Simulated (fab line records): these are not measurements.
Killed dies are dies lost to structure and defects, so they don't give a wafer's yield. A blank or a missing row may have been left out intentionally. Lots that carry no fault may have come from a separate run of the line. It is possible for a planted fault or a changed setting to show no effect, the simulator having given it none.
fab line records	flow n5Finfet
record lots=24	wafers=72	lastDay=17
route steps=1938 shown BEOL_M4@1094 BEOL_M5@1161
lots untouched by any fault: they come from a run of this same line in which no faults occurred
startH: start of the lot's first displayed wafer, in hours after the record's first day	waitH: hours elapsed since this lot's preceding step	" unchanged from the row above	L1.1+2: a single row standing in for several wafers	- no value, or no start was given	* or withheld: withheld	< > ~ a bound
route shown NAME@n: NAME is a module with steps in the file, n the number in the route of the first one	usual: mean/standard deviation of fault-free wafers	same: alike in all rows	chamber/n: place in a boat	sites: readings site by site	_std_site: the values' standard deviation	_edge_site: outer sites' mean less inner sites'	radiusMm: for every site, how far away it sits from the centre of the wafer	mask NAME#n: copy n	behind: the last tool/chamber to shape the wafer	hold: the reason the lot was held/the length of the hold in hours/how it ended	device: the n, p or np transistor that did not switch	end of line: the same wafers' tests at the end of the route	a step with no rows: only its recipe	killed: at the first sort, the dies lost to defects and structure; wafer yield is something else	map: dies across one wafer; x = killed, . = not, _ = none there
set.NAME: the run value of the setting; set.NAME@STEP: its run value at that earlier step	model.NAME: the simulator's own value behind a step, which no gauge read
a sample of lots followed through the steps of the route, with each step as a table and each wafer as a row
services: from which hour (startH, from the record's first day; less than 0 if before it) a tool's chamber was out of use, for how many hours, and why
## steps
# step N5_BEOL_M4_SPUTTER_90
# recipe material=Cu	targetThkA=45	tempC=-20	chamberPressurePa=0.07	powerW=withheld	timeS=8.29
# usual substrateTempC=-19.99/0.12	throttleValvePct=30.6/1.3
# same timeS=8.29
lot.wafer	tool	chamber	startH	waitH	substrateTempC	throttleValvePct
L076.1	pvdSputter-03	-	167.31	0.1	-20.07	27.8
L076.3	"	-	"	"	-19.82	30.6
L076.5	"	-	"	"	-19.78	30.7
L074.2	pvdSputter-02	-	175.47	0.1	-19.77	32.9
L074.3	"	-	"	"	-19.98	30.9
L074.5	"	-	"	"	-19.94	31.8
L075.1	pvdSputter-03	-	175.80	0.1	-19.91	31.1
L075.3	"	-	"	"	-19.92	28.0
L075.5	"	-	"	"	-19.94	31.1
L077.1	pvdSputter-02	-	195.30	0.1	-20.04	30.6
L077.3	"	-	"	"	-20.05	31.3
L077.6	"	-	"	"	-19.97	31.0
L078.1	pvdSputter-01	-	198.42	0.1	-19.88	30.8
L078.3	"	-	"	"	-19.92	30.8
L078.6	"	-	"	"	-19.94	30.3
L081.2	pvdSputter-01	-	201.58	0.1	-20.09	30.4
L081.3	"	-	"	"	-20.03	28.1
L081.5	"	-	"	"	-20.02	30.8
L079.1	pvdSputter-03	-	201.64	0.1	-19.79	31.1
L079.3	"	-	"	"	-20.07	31.0
L079.6	"	-	"	"	-19.73	31.3
L080.1	pvdSputter-02	-	203.36	0.1	-19.77	32.0
L080.3	"	-	"	"	-20.23	31.1
L080.5	"	-	"	"	-19.84	31.7
L082.1	pvdSputter-03	-	222.55	0.1	-19.89	30.8
L082.2	"	-	"	"	-20.11	31.1
L082.3	"	-	"	"	-20.01	30.8
L084.2	pvdSputter-03	-	228.78	0.1	-20.11	28.0
L084.3	"	-	"	"	-20.21	31.1
L084.5	"	-	"	"	-20.02	30.7
L083.2	pvdSputter-01	-	229.07	0.1	-20.02	28.3
L083.4	"	-	"	"	-19.85	30.6
L083.5	"	-	"	"	-19.75	30.9
L085.3	pvdSputter-02	-	230.84	0.1	-20.12	30.9
L085.4	"	-	"	"	-19.99	30.8
L085.6	"	-	"	"	-20.14	30.8
L086.1	pvdSputter-02	-	236.17	0.1	-20.11	31.0
L086.3	"	-	"	"	-19.97	30.9
L086.4	"	-	"	"	-19.96	31.8
L087.1	pvdSputter-01	-	245.72	0.1	-20.11	30.3
L087.3	"	-	"	"	-19.87	30.7
L087.6	"	-	"	"	-20.09	30.2
L089.4	pvdSputter-02	-	251.50	0.1	-20.06	30.9
L089.5	"	-	"	"	-19.91	30.8
L089.6	"	-	"	"	-20.00	31.2
L088.1	pvdSputter-03	-	252.28	0.1	-20.18	31.1
L088.3	"	-	"	"	-19.98	27.8
L088.5	"	-	"	"	-20.00	27.8
L090.1	pvdSputter-02	-	253.46	0.1	-20.08	31.0
L090.2	"	-	"	"	-19.90	31.8
L090.5	"	-	"	"	-19.99	31.8
L091.2	pvdSputter-01	-	258.87	0.1	-20.13	27.8
L091.3	"	-	"	"	-20.12	30.6
L091.4	"	-	"	"	-19.91	30.6
L093.2	pvdSputter-03	-	282.69	0.1	-19.89	30.6
L093.4	"	-	"	"	-20.23	30.9
L093.5	"	-	"	"	-19.89	28.2
L092.2	pvdSputter-01	-	282.74	0.1	-19.79	27.8
L092.5	"	-	"	"	-20.04	30.9
L092.6	"	-	"	"	-20.02	30.6
L095.1	pvdSputter-02	-	289.43	0.1	-19.88	31.3
L095.3	"	-	"	"	-19.97	32.6
L095.4	"	-	"	"	-20.29	31.9
L094.1	pvdSputter-01	-	291.62	0.1	-19.97	27.9
L094.4	"	-	"	"	-19.89	30.5
L094.6	"	-	"	"	-20.04	28.0
L096.1	pvdSputter-03	-	296.76	0.1	-19.83	27.8
L096.3	"	-	"	"	-19.82	31.1
L096.4	"	-	"	"	-20.01	30.6
L097.2	pvdSputter-02	-	297.14	0.1	-20.20	31.0
L097.5	"	-	"	"	-20.01	32.6
L097.6	"	-	"	"	-20.11	31.9
# step N5_BEOL_M5_ETCH_41
# recipe chemistry=CH3F/O2	target=SiCN	targetDepthA=315	taperDeg=2	timeS=56.7	ionEnergyEv=120	maskMaterial=TiN	pressureMtorr=30	sourceW=395	biasW=75	Ar_flow_sccm=150	CH3F_flow_sccm=30	O2_flow_sccm=20
# usual drypumpMotorCurrentA=5.8/0.41	oesProductAu=0.77/0.09	rfVppV=297.7/1.5	showerheadPlenumPTorr=2.01/0.061	throttleValvePct=16.36/0.28
# same timeS=56.7
lot.wafer	tool	chamber	startH	waitH	drypumpMotorCurrentA	oesProductAu	rfHoursCounterH	rfVppV	showerheadPlenumPTorr	throttleValvePct
L076.1	rieDiel-03	0	-	-	6.1	0.74	159	298.3	2.07	16.15
L076.3	"	1	"	"	5.7	0.72	170	298.4	1.98	16.56
L076.5	"	3	"	"	6.6	0.88	-	299.9	2.13	16.13
L074.2	rieDiel-02	1	-	-	5.7	0.71	191	294.9	1.92	16.66
L074.3	"	2	"	"	6.0	0.75	177	298.0	2.08	16.46
L074.5	"	0	"	"	5.9	0.70	-	297.4	2.03	16.47
L075.1	rieDiel-03	2	-	-	6.4	0.73	168	298.2	1.99	16.33
L075.3	"	0	"	"	6.1	0.74	162	298.6	2.07	16.16
L075.5	"	3	"	"	6.6	0.88	-	300.9	2.13	16.12
L077.1	rieDiel-03	2	-	-	6.4	0.74	173	296.6	1.99	16.33
L077.3	"	3	"	"	6.6	0.88	40	297.9	2.13	16.15
L077.6	"	3	"	"	6.6	0.87	-	300.4	2.13	16.14
L078.1	rieDiel-02	3	-	-	5.7	0.70	218	298.4	1.97	16.75
L078.3	"	2	"	"	6.0	0.74	185	298.2	2.08	16.47
L078.6	"	3	"	"	5.7	0.69	-	297.7	1.97	16.75
L081.2	rieDiel-01	2	-	-	5.4	0.86	75	299.8	2.02	16.45
L081.3	"	0	"	"	5.1	0.73	185	298.2	2.08	16.31
L081.5	"	3	"	"	6.4	0.67	-	296.2	1.95	16.45
L079.1	rieDiel-02	2	-	-	6.0	0.74	186	300.3	2.08	16.48
L079.3	"	1	"	"	5.7	0.70	199	295.4	1.92	16.69
L079.6	"	1	"	"	5.7	0.70	-	295.5	1.92	16.68
L080.1	rieDiel-01	3	-	-	6.4	0.66	256	296.4	1.95	16.43
L080.3	"	0	"	"	5.1	0.73	187	298.5	2.08	16.33
L080.5	"	2	"	"	5.4	0.85	-	299.3	2.02	16.44
L082.1	rieDiel-03	1	-	-	5.7	0.71	184	296.1	1.98	16.62
L082.2	"	3	"	"	6.6	0.86	47	300.8	2.13	16.15
L082.3	"	0	"	"	6.1	0.72	173	298.6	2.07	16.20
L084.2	rieDiel-01	0	-	-	5.1	0.72	196	297.8	2.08	16.34
L084.3	"	2	"	"	5.4	0.85	85	298.4	2.01	16.47
L084.5	"	0	"	"	5.1	0.72	-	299.9	2.08	16.35
L083.2	rieDiel-01	0	-	-	5.1	0.73	196	299.6	2.08	16.35
L083.4	"	0	"	"	5.1	0.73	-	297.8	2.08	16.34
L083.5	"	2	"	"	5.4	0.85	-	297.6	2.01	16.48
L085.3	rieDiel-01	0	-	-	5.1	0.72	199	297.6	2.08	16.35
L085.4	"	2	"	"	5.4	0.84	-	297.4	2.01	16.47
L085.6	"	0	"	"	5.1	0.73	-	298.8	2.08	16.35
L086.1	rieDiel-02	3	-	-	5.8	0.70	230	296.4	1.96	16.77
L086.3	"	2	"	"	6.0	0.73	198	299.0	2.07	16.49
L086.4	"	1	"	"	5.7	0.69	212	295.7	1.91	16.70
L087.1	rieDiel-02	0	-	-	5.9	0.95	10	298.0	2.03	15.91
L087.3	"	2	"	"	6.0	0.72	200	299.2	2.07	16.51
L087.6	"	1	"	"	5.7	0.69	-	295.5	1.91	16.71
L089.4	rieDiel-02	3	-	-	5.8	0.68	234	296.5	1.96	16.78
L089.5	"	0	"	"	6.0	0.94	-	298.6	2.03	15.94
L089.6	"	1	"	"	5.7	0.69	-	295.4	1.91	16.71
L088.1	rieDiel-03	2	-	-	6.4	0.71	187	296.9	1.99	16.37
L088.3	"	0	"	"	6.1	0.72	182	298.4	2.06	16.20
L088.5	"	1	"	"	5.7	0.70	-	296.2	1.98	16.61
L090.1	rieDiel-01	2	-	-	5.4	0.83	95	297.4	2.01	16.47
L090.2	"	0	"	"	5.1	0.72	206	299.5	2.07	16.37
L090.5	"	0	"	"	5.1	0.72	-	297.1	2.07	16.37
L091.2	rieDiel-01	2	-	-	5.4	0.83	97	298.5	2.01	16.49
L091.3	"	1	"	"	5.7	0.90	21	296.8	1.95	15.83
L091.4	"	0	"	"	5.1	0.71	-	298.6	2.07	16.38
L093.2	rieDiel-03	2	-	-	6.4	0.71	196	297.4	1.98	16.37
L093.4	"	0	"	"	6.1	0.72	192	300.2	2.06	16.20
L093.5	"	0	"	"	6.1	0.72	-	299.3	2.06	16.21
L092.2	rieDiel-02	2	-	-	6.0	0.72	211	298.8	2.07	16.52
L092.5	"	2	"	"	6.0	0.72	-	298.7	2.07	16.52
L092.6	"	1	"	"	5.7	0.68	-	297.3	1.91	16.72
L095.1	rieDiel-01	0	-	-	5.1	0.70	219	297.0	2.07	16.37
L095.3	"	1	"	"	5.7	0.89	32	296.4	1.95	15.85
L095.4	"	3	"	"	6.4	0.96	7	296.1	1.95	15.89
L094.1	rieDiel-03	3	-	-	6.6	0.83	69	300.4	2.12	16.18
L094.4	"	1	"	"	5.7	0.70	204	295.3	1.97	16.64
L094.6	"	0	"	"	6.1	0.71	-	298.1	2.06	16.21
L096.1	rieDiel-02	1	-	-	5.7	0.67	229	293.5	1.91	16.74
L096.3	"	0	"	"	6.0	0.92	25	298.0	2.02	15.96
L096.4	"	3	"	"	5.8	0.67	247	295.3	1.96	16.81
L097.2	rieDiel-01	1	-	-	5.6	0.88	35	298.2	1.95	15.87
L097.5	"	1	"	"	5.6	0.88	-	295.4	1.95	15.88
L097.6	"	2	"	"	5.4	0.81	-	297.6	2.00	16.51
# step N5_BEOL_M5_ALD_86
# recipe material=TaN	targetThkA=*	tempC=275	aldPrecursorFamily=PDMAT	aldCoReactant=NH3	pressureTorr=3	carrierFlowSccm=1500	pulseTimeS=2	purgeTimeS=3	coReactantPurgeTimeS=2	coReactantPulseTimeS=3	aldCycles=30	precursorVesselTempC=75	precursorVesselPressureTorr=26.25	precursorVesselCarrierSccm=1000
# usual chamberPressureTorr=3.000/0.0062	heaterPowerW=410/51
lot.wafer	tool	chamber	startH	waitH	chamberPressureTorr	heaterPowerW
L076.1	aldMetal-04	2	174.00	0.0	2.999	395
L076.3	"	3	"	"	3.006	447
L076.5	"	3	"	"	3.012	441
L074.2	aldMetal-04	2	183.04	0.0	3.003	394
L074.3	"	0	"	"	2.994	423
L074.5	"	2	"	"	2.993	379
L075.1	aldMetal-04	3	183.61	0.1	2.990	442
L075.3	"	1	"	"	2.999	430
L075.5	"	1	"	"	2.993	432
L077.1	aldMetal-03	2	203.58	0.0	3.001	312
L077.3	"	1	"	"	3.006	496
L077.6	"	1	"	"	3.002	496
L078.1	aldMetal-03	1	207.10	0.0	3.001	481
L078.3	"	0	"	"	2.996	410
L078.6	"	3	"	"	2.997	448
L081.2	aldMetal-03	2	209.11	0.0	2.998	318
L081.3	"	1	"	"	2.997	488
L081.5	"	1	"	"	2.995	502
L079.1	aldMetal-04	0	209.17	0.1	3.001	413
L079.3	"	3	"	"	3.008	444
L079.6	"	0	"	"	3.001	423
L080.1	aldMetal-02	2	213.68	0.1	3.010	409
L080.3	"	3	"	"	2.996	439
L080.5	"	0	"	"	2.990	352
L082.1	aldMetal-03	2	231.00	0.1	2.991	316
L082.2	"	1	"	"	2.998	499
L082.3	"	3	"	"	3.000	454
L084.2	aldMetal-03	3	236.07	0.0	2.999	457
L084.3	"	0	"	"	3.004	397
L084.5	"	3	"	"	3.008	440
L083.2	aldMetal-02	2	236.63	0.0	2.998	417
L083.4	"	1	"	"	3.003	337
L083.5	"	2	"	"	3.000	410
L085.3	aldMetal-02	1	241.69	0.1	2.994	342
L085.4	"	3	"	"	3.000	443
L085.6	"	2	"	"	3.000	408
L086.1	aldMetal-04	3	245.25	0.1	3.008	432
L086.3	"	1	"	"	3.004	435
L086.4	"	0	"	"	3.000	420
L087.1	aldMetal-04	0	252.82	0.0	2.998	422
L087.3	"	1	"	"	2.987	431
L087.6	"	1	"	"	3.004	435
L089.4	aldMetal-03	0	259.81	0.0	3.000	407
L089.5	"	2	"	"	3.005	321
L089.6	"	1	"	"	2.997	497
L088.1	aldMetal-04	3	260.28	0.0	2.998	434
L088.3	"	2	"	"	3.002	394
L088.5	"	1	"	"	2.990	428
L090.1	aldMetal-03	1	260.63	0.0	3.007	512
L090.2	"	2	"	"	3.007	318
L090.5	"	0	"	"	2.997	402
L091.2	aldMetal-03	1	268.04	0.0	2.999	487
L091.3	"	3	"	"	2.995	452
L091.4	"	2	"	"	3.004	310
L093.2	aldMetal-02	3	289.54	0.0	3.008	441
L093.4	"	1	"	"	3.011	341
L093.5	"	3	"	"	3.002	450
L092.2	aldMetal-02	3	289.78	0.0	2.991	444
L092.5	"	2	"	"	3.002	410
L092.6	"	3	"	"	2.998	432
L095.1	aldMetal-04	1	299.41	0.0	3.002	429
L095.3	"	3	"	"	3.007	444
L095.4	"	0	"	"	2.989	423
L094.1	aldMetal-03	3	299.65	0.0	2.990	439
L094.4	"	1	"	"	3.011	487
L094.6	"	1	"	"	3.006	487
L096.1	aldMetal-04	0	305.05	0.1	3.009	422
L096.3	"	1	"	"	2.994	428
L096.4	"	3	"	"	3.008	440
L097.2	aldMetal-02	3	307.15	0.0	2.993	436
L097.5	"	3	"	"	3.004	437
L097.6	"	0	"	"	3.011	358
# step N5_BEOL_M5_SURFACE_TREAT_87
# recipe gas=Ar	timeS=*	ionEnergyEv=*	ionCurrentMaCm2=0.5	pressureMtorr=*	arFlowSccm=30
# usual throttleValvePct=*
# same timeS=*
lot.wafer	tool	chamber	startH	waitH	throttleValvePct
L076.1	pvdSputter-01	-	174.48	0.4	*
L076.3	"	-	"	"	*
L076.5	"	-	"	"	*
L074.2	pvdSputter-02	-	183.37	0.2	*
L074.3	"	-	"	"	*
L074.5	"	-	"	"	*
L075.1	pvdSputter-03	-	184.14	0.4	*
L075.3	"	-	"	"	*
L075.5	"	-	"	"	*
L077.1	pvdSputter-02	-	204.26	0.6	*
L077.3	"	-	"	"	*
L077.6	"	-	"	"	*
L078.1	pvdSputter-01	-	207.36	0.2	*
L078.3	"	-	"	"	*
L078.6	"	-	"	"	*
L081.2	pvdSputter-02	-	209.47	0.3	*
L081.3	"	-	"	"	*
L081.5	"	-	"	"	*
L079.1	pvdSputter-02	-	209.55	0.3	*
L079.3	"	-	"	"	*
L079.6	"	-	"	"	*
L080.1	pvdSputter-03	-	214.08	0.3	*
L080.3	"	-	"	"	*
L080.5	"	-	"	"	*
L082.1	pvdSputter-01	-	231.35	0.2	*
L082.2	"	-	"	"	*
L082.3	"	-	"	"	*
L084.2	pvdSputter-03	-	236.48	0.3	*
L084.3	"	-	"	"	*
L084.5	"	-	"	"	*
L083.2	pvdSputter-01	-	236.95	0.2	*
L083.4	"	-	"	"	*
L083.5	"	-	"	"	*
L085.3	pvdSputter-03	-	241.99	0.2	*
L085.4	"	-	"	"	*
L085.6	"	-	"	"	*
L086.1	pvdSputter-02	-	245.53	0.2	*
L086.3	"	-	"	"	*
L086.4	"	-	"	"	*
L087.1	pvdSputter-01	-	253.06	0.1	*
L087.3	"	-	"	"	*
L087.6	"	-	"	"	*
L089.4	pvdSputter-02	-	260.04	0.1	*
L089.5	"	-	"	"	*
L089.6	"	-	"	"	*
L088.1	pvdSputter-02	-	260.52	0.1	*
L088.3	"	-	"	"	*
L088.5	"	-	"	"	*
L090.1	pvdSputter-02	-	260.86	0.1	*
L090.2	"	-	"	"	*
L090.5	"	-	"	"	*
L091.2	pvdSputter-01	-	269.24	1.1	*
L091.3	"	-	"	"	*
L091.4	"	-	"	"	*
L093.2	pvdSputter-01	-	289.80	0.2	*
L093.4	"	-	"	"	*
L093.5	"	-	"	"	*
L092.2	pvdSputter-01	-	290.06	0.2	*
L092.5	"	-	"	"	*
L092.6	"	-	"	"	*
L095.1	pvdSputter-03	-	299.67	0.2	*
L095.3	"	-	"	"	*
L095.4	"	-	"	"	*
L094.1	pvdSputter-02	-	300.04	0.3	*
L094.4	"	-	"	"	*
L094.6	"	-	"	"	*
L096.1	pvdSputter-03	-	305.49	0.3	*
L096.3	"	-	"	"	*
L096.4	"	-	"	"	*
L097.2	pvdSputter-01	-	307.53	0.3	*
L097.5	"	-	"	"	*
L097.6	"	-	"	"	*
# step N5_BEOL_M5_SPUTTER_81
# recipe material=Cu	targetThkA=150	tempC=-20	chamberPressurePa=0.07	powerW=withheld	timeS=27.62
# usual substrateTempC=-19.99/0.11	throttleValvePct=30.6/1.3
# same timeS=27.62
lot.wafer	tool	chamber	startH	waitH	substrateTempC	throttleValvePct
L076.1	pvdSputter-01	-	176.06	0.5	-19.90	30.7
L076.3	"	-	"	"	-20.10	28.1
L076.5	"	-	"	"	-20.10	27.9
L074.2	pvdSputter-02	-	184.74	0.5	-19.84	32.5
L074.3	"	-	"	"	-20.08	31.8
L074.5	"	-	"	"	-20.02	30.9
L075.1	pvdSputter-01	-	185.49	0.5	-20.22	30.2
L075.3	"	-	"	"	-19.99	30.6
L075.5	"	-	"	"	-19.96	30.7
L077.1	pvdSputter-02	-	205.59	0.5	-19.96	30.9
L077.3	"	-	"	"	-20.12	30.7
L077.6	"	-	"	"	-19.88	32.6
L078.1	pvdSputter-03	-	208.84	0.5	-19.80	30.7
L078.3	"	-	"	"	-19.85	28.0
L078.6	"	-	"	"	-19.88	31.1
L081.2	pvdSputter-01	-	210.80	0.5	-19.88	30.6
L081.3	"	-	"	"	-19.90	31.0
L081.5	"	-	"	"	-19.83	30.5
L079.1	pvdSputter-02	-	211.09	0.5	-20.00	32.7
L079.3	"	-	"	"	-20.11	31.5
L079.6	"	-	"	"	-19.99	32.7
L080.1	pvdSputter-01	-	215.43	0.5	-20.07	30.5
L080.3	"	-	"	"	-19.84	30.7
L080.5	"	-	"	"	-19.91	28.0
L082.1	pvdSputter-03	-	232.72	0.5	-19.84	30.7
L082.2	"	-	"	"	-20.06	27.9
L082.3	"	-	"	"	-20.09	31.0
L084.2	pvdSputter-02	-	237.99	0.5	-19.93	30.6
L084.3	"	-	"	"	-20.08	32.0
L084.5	"	-	"	"	-20.01	31.0
L083.2	pvdSputter-01	-	238.33	0.5	-20.14	28.0
L083.4	"	-	"	"	-19.88	30.8
L083.5	"	-	"	"	-20.14	30.7
L085.3	pvdSputter-03	-	243.31	0.5	-19.88	31.2
L085.4	"	-	"	"	-20.02	27.9
L085.6	"	-	"	"	-20.00	30.8
L086.1	pvdSputter-02	-	246.88	0.5	-20.11	30.8
L086.3	"	-	"	"	-19.88	32.6
L086.4	"	-	"	"	-19.91	30.5
L087.1	pvdSputter-01	-	254.43	0.5	-19.88	30.3
L087.3	"	-	"	"	-19.96	30.6
L087.6	"	-	"	"	-20.05	28.0
L089.4	pvdSputter-03	-	261.38	0.5	-19.99	31.2
L089.5	"	-	"	"	-20.05	30.9
L089.6	"	-	"	"	-20.06	30.8
L088.1	pvdSputter-02	-	262.02	0.5	-19.83	31.0
L088.3	"	-	"	"	-19.98	32.7
L088.5	"	-	"	"	-19.88	31.0
L090.1	pvdSputter-01	-	265.82	0.5	-19.98	30.5
L090.2	"	-	"	"	-20.06	30.2
L090.5	"	-	"	"	-19.95	28.1
L091.2	pvdSputter-02	-	270.55	0.5	-20.00	30.7
L091.3	"	-	"	"	-19.78	32.7
L091.4	"	-	"	"	-20.11	31.7
L093.2	pvdSputter-03	-	291.16	0.5	-19.82	31.0
L093.4	"	-	"	"	-20.04	31.1
L093.5	"	-	"	"	-19.92	30.9
L092.2	pvdSputter-02	-	291.42	0.5	-20.06	31.8
L092.5	"	-	"	"	-20.03	31.9
L092.6	"	-	"	"	-19.80	31.0
L095.1	pvdSputter-03	-	301.13	0.5	-19.99	31.2
L095.3	"	-	"	"	-20.01	30.8
L095.4	"	-	"	"	-20.01	27.7
L094.1	pvdSputter-02	-	301.51	0.5	-19.87	31.0
L094.4	"	-	"	"	-19.89	32.9
L094.6	"	-	"	"	-19.91	31.8
L096.1	pvdSputter-03	-	306.80	0.5	-20.24	27.8
L096.3	"	-	"	"	-19.97	30.6
L096.4	"	-	"	"	-19.99	30.9
L097.2	pvdSputter-01	-	308.87	0.5	-19.99	30.5
L097.5	"	-	"	"	-19.90	30.5
L097.6	"	-	"	"	-19.99	30.5
# step N5_BEOL_M5_PRE_CLEAN_77
# recipe gas=NH3/H2	timeS=15	tempC=*	rfPowerW=300
# usual heaterPowerW=103/18
# same timeS=15
lot.wafer	tool	chamber	startH	waitH	heaterPowerW
L076.1	cvdCo-02	2	180.76	0.0	101
L076.3	"	1	"	"	105
L076.5	"	1	"	"	106
L074.2	cvdCo-02	0	190.63	0.0	86
L074.3	"	2	"	"	99
L074.5	"	0	"	"	84
L075.1	cvdCo-01	0	194.30	0.0	131
L075.3	"	2	"	"	100
L075.5	"	0	"	"	131
L077.1	cvdCo-02	0	209.68	0.0	84
L077.3	"	2	"	"	100
L077.6	"	0	"	"	86
L078.1	cvdCo-02	0	213.01	0.1	85
L078.3	"	2	"	"	103
L078.6	"	1	"	"	106
L081.2	cvdCo-02	1	214.89	0.0	107
L081.3	"	2	"	"	100
L081.5	"	2	"	"	100
L079.1	cvdCo-02	0	215.18	0.0	85
L079.3	"	2	"	"	98
L079.6	"	0	"	"	85
L080.1	cvdCo-01	1	219.56	0.0	82
L080.3	"	2	"	"	99
L080.5	"	0	"	"	134
L082.1	cvdCo-01	1	236.81	0.0	83
L082.2	"	2	"	"	103
L082.3	"	0	"	"	135
L084.2	cvdCo-01	1	242.18	0.1	83
L084.3	"	2	"	"	103
L084.5	"	1	"	"	83
L083.2	cvdCo-01	0	242.64	0.0	134
L083.4	"	2	"	"	100
L083.5	"	0	"	"	135
L085.3	cvdCo-01	0	247.43	0.0	134
L085.4	"	1	"	"	84
L085.6	"	2	"	"	101
L086.1	cvdCo-02	0	250.97	0.0	87
L086.3	"	2	"	"	103
L086.4	"	2	"	"	102
L087.1	cvdCo-01	1	259.18	0.0	83
L087.3	"	0	"	"	136
L087.6	"	1	"	"	82
L089.4	cvdCo-01	0	265.78	0.3	138
L089.5	"	1	"	"	82
L089.6	"	2	"	"	103
L088.1	cvdCo-01	1	266.31	0.0	83
L088.3	"	2	"	"	100
L088.5	"	1	"	"	82
L090.1	cvdCo-01	0	270.51	0.1	136
L090.2	"	2	"	"	101
L090.5	"	1	"	"	82
L091.2	cvdCo-01	2	274.67	0.0	103
L091.3	"	1	"	"	81
L091.4	"	2	"	"	104
L093.2	cvdCo-01	0	295.25	0.0	137
L093.4	"	0	"	"	135
L093.5	"	1	"	"	82
L092.2	cvdCo-01	2	295.51	0.0	102
L092.5	"	0	"	"	137
L092.6	"	2	"	"	106
L095.1	cvdCo-01	2	305.24	0.0	104
L095.3	"	1	"	"	81
L095.4	"	2	"	"	103
L094.1	cvdCo-01	2	305.78	0.0	102
L094.4	"	2	"	"	101
L094.6	"	0	"	"	133
L096.1	cvdCo-02	1	310.91	0.0	108
L096.3	"	0	"	"	87
L096.4	"	1	"	"	105
L097.2	cvdCo-02	0	313.57	0.0	85
L097.5	"	0	"	"	85
L097.6	"	1	"	"	108
## services
tool	chamber	startH	hours	kind
rieDiel-01	-	143.86	3.3	repair
rieDiel-03	1	147.36	3.3	repair
pvdSputter-01	-	151.78	1.0	repair
rieDiel-03	-	160.73	0.5	repair
aldMetal-02	-	185.64	8.7	pm
rieDiel-01	1	187.49	-	clean
rieDiel-01	1	187.49	-	consumableReplace:focusRing
rieDiel-01	1	187.49	23.4	scheduledDown
pvdSputter-01	-	194.09	0.8	repair
rieDiel-03	-	198.08	1.1	repair
rieDiel-03	-	199.54	2.6	repair
aldMetal-04	0	204.36	3.7	repair
rieDiel-01	3	213.02	48.6	repair
aldMetal-04	-	213.20	1.4	repair
rieDiel-03	0	216.61	2.9	repair
aldMetal-04	1	218.46	9.2	repair
aldMetal-02	3	258.02	4.0	repair
cvdCo-02	-	263.98	14.6	pm
aldMetal-02	-	277.69	2.8	pm
rieDiel-03	-	283.25	0.1	repair
cvdCo-01	-	285.15	3.3	repair
rieDiel-03	1	299.40	1.6	repair
cvdCo-02	-	307.55	0.7	repair
rieDiel-02	1	311.81	7.9	repair
## key
fault none
